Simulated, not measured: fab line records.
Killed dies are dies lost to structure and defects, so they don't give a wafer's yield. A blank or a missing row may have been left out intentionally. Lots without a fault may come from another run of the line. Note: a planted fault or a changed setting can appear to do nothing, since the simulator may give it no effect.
Split-lot experiment + flow n5_finfet + 21 wafers read from 7 lots, route of 1938 steps

## ABOUT THE SPLIT
At N5_BEOL_M9_ILD_DEP_00 (deposits SiCOH lowk from DEMS/porogen, target thk 308.51 nm, time 58 s), the setting time_s was moved away from the recipe's 58 s on 2 of the 21 wafers read, by -11.0% to -8.6%. For the rest of the wafers, this setting stayed at what the recipe calls for.

## SPLIT TO READING: what lies between them in the file, 1 step
- N5_BEOL_M9_CURE_71: cures SiCOH lowk, time 240 s

## THE READING
Values of M9_ILD_THK in nm from N5_BEOL_M9_THK_MEAS_01. A value of 267 nm with a standard deviation of 3.7 nm is what fault-free wafers of this fab line usually give.

| wafer  | tool, chamber at the split | time_s as run, s | against the recipe | M9_ILD_THK, nm | against lot-mates on the recipe |
|--------|----------------------------|------------------|--------------------|----------------|---------------------------------|
| L076.3 | pecvd-03, 2                | 58               | recipe             | 263            | -                               |
| L076.5 | pecvd-03, 0                | 58               | recipe             | 272            | -                               |
| L076.6 | pecvd-03, 2                | 58               | recipe             | 266            | -                               |
| L080.2 | pecvd-01, 0                | 58               | recipe             | 274            | -                               |
| L080.5 | pecvd-01, 2                | 58               | recipe             | 273            | -                               |
| L080.6 | pecvd-01, 0                | 53.02            | -8.6%              | 256            | -18                             |
| L082.3 | pecvd-03, 0                | 58               | recipe             | 266            | -                               |
| L082.5 | pecvd-03, 1                | 58               | recipe             | 273            | -                               |
| L082.6 | pecvd-03, 2                | 58               | recipe             | 268            | -                               |
| L084.1 | pecvd-03, 2                | 58               | recipe             | 267            | -                               |
| L084.2 | pecvd-03, 0                | 58               | recipe             | 269            | -                               |
| L084.6 | pecvd-03, 0                | 51.63            | -11.0%             | 242            | -26                             |
| L094.1 | pecvd-01, 2                | 58               | recipe             | 263            | -                               |
| L094.4 | pecvd-01, 0                | 58               | recipe             | 272            | -                               |
| L094.5 | pecvd-01, 1                | 58               | recipe             | 267            | -                               |
| L089.1 | pecvd-01, 1                | 58               | recipe             | 267            | -                               |
| L089.4 | pecvd-01, 2                | 58               | recipe             | 271            | -                               |
| L089.6 | pecvd-01, 1                | 58               | recipe             | 269            | -                               |
| L091.3 | pecvd-03, 1                | 58               | recipe             | 265            | -                               |
| L091.4 | pecvd-03, 1                | 58               | recipe             | 272            | -                               |
| L091.5 | pecvd-03, 0                | 58               | recipe             | 266            | -                               |

FIT RESULTS
A straight line over all 21 wafers: M9_ILD_THK changes by +2.06 nm for each +1% of time_s; r = +0.86; the points scatter about the line by 3.7 nm.
The same after taking each lot's own level away (the mean of its wafers on the recipe; 21 wafers): +2.24 nm for each +1%; r = +0.92; scatter 2.8 nm.
On that fit, the largest move of time_s shifts the reading by 25 nm.
Measured against the standard deviation above, the lots' own levels, which go from 267.0 to 273.5 nm, span 1.8 times it.
The two slopes are in agreement: the lot-to-lot level therefore moves the slope only a little.
Check: for one of the wafers moved furthest among these (-11.0%), held out of the fit, the line's prediction against its lot-mates is -22.4 nm. Against them it came out at -26 nm.

## THE OTHER SPLITS THESE WAFERS WENT THROUGH
These wafers also went through other splits before the reading. Each is held against what the fit with the lots' levels taken away leaves over:
| other split on the same wafers | wafers away from the commonest value | r with M9_ILD_THK (lot level and that fit taken away) |
|--------------------------------|--------------------------------------|-------------------------------------------------------|
| N5_BEOL_M8_EXPOSE_08 dose_mj   | 7                                    | -0.04                                                 |

## THE WHOLE CHAIN: every reading that the file lists as answering this split, in the file's order
| step                   | what it does                                                           | reading                                                                                  | change (the file's fit)              | r (the file's) |
|------------------------|------------------------------------------------------------------------|------------------------------------------------------------------------------------------|--------------------------------------|----------------|
| N5_BEOL_M9_ILD_DEP_00  | deposits SiCOH lowk from DEMS/porogen, target thk 308.51 nm, time 58 s | SiCOH_lowk_of_BEOL_M9_ILD_DEP_00.thk_nm (the simulator's own value, which no gauge read) | +2.53 nm for each +1% of the setting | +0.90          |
| N5_BEOL_M9_CURE_71     | cures SiCOH lowk, time 240 s                                           | SiCOH_lowk_of_BEOL_M9_ILD_DEP_00.thk_nm (the simulator's own value, which no gauge read) | +2.24 nm for each +1% of the setting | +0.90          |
| N5_BEOL_M9_THK_MEAS_01 |                                                                        | M9_ILD_THK                                                                               | +2.24 for each +1% of the setting    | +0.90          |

## FILE'S OWN FIT
M9_ILD_THK changes by +2.24 nm for each +1% of time_s, r = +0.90.
